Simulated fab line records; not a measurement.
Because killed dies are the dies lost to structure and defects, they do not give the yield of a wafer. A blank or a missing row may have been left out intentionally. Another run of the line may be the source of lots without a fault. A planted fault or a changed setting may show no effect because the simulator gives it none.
Chamber matching :: flow nand-harc :: 3 sister chambers for NHARC_P_GATE_DEP_103 on pecvd-01
The step deposits SiON, target thk 30 nm. 6 wafers are shown with their chamber, then 8 later ones without.

EACH WAFER AND ITS CHAMBER
wafer: L229.5
chamber: 0
heater-power-w (W): 735

wafer: L234.6
chamber: 0
heater-power-w (W): 798

wafer: L238.1
chamber: 2
heater-power-w (W): 690

wafer: L238.4
chamber: 2
heater-power-w (W): 705

wafer: L238.5
chamber: 1
heater-power-w (W): 672

wafer: L236.1
chamber: 1
heater-power-w (W): 649

WAFERS MISSING THEIR CHAMBER
wafer: L236.5
heater-power-w (W): 806

wafer: L236.6
heater-power-w (W): 663

wafer: L244.1
heater-power-w (W): 719

wafer: L244.3
heater-power-w (W): 790

wafer: L244.6
heater-power-w (W): 791

wafer: L247.1
heater-power-w (W): 779

wafer: L247.2
heater-power-w (W): 722

wafer: L247.5
heater-power-w (W): 712

EACH ONE'S CHAMBER
wafer: L236.5
from the rows above: 0
in truth: 0

wafer: L236.6
from the rows above: can't be placed: 1 or 2
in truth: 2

wafer: L244.1
from the rows above: can't be placed: 2 or 0 or 1
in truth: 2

wafer: L244.3
from the rows above: 0
in truth: 0

wafer: L244.6
from the rows above: 0
in truth: 0

wafer: L247.1
from the rows above: 0
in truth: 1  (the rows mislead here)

wafer: L247.2
from the rows above: can't be placed: 2 or 0 or 1
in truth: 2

wafer: L247.5
from the rows above: can't be placed: 2 or 1 or 0
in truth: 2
Placed correctly: 3 of 8. Can't be placed from these rows: 4 (the true chamber is among the candidates in 4). Placed wrongly: 1.
How it was worked out, from the rows above alone: a wafer's distance from a chamber is the root of the sum, over the readings, of the square of ((its reading less the chamber's mean) divided by the reading's scatter). The wafer belongs to the nearest chamber; if the next one is less than 2 further off, it can't be placed. Each chamber's mean is taken over the wafers shown for it. How the scatter is found: for the shown wafers, subtract from each reading the mean of its chamber, square and add these, divide the total by (wafers less chambers), then take the root.
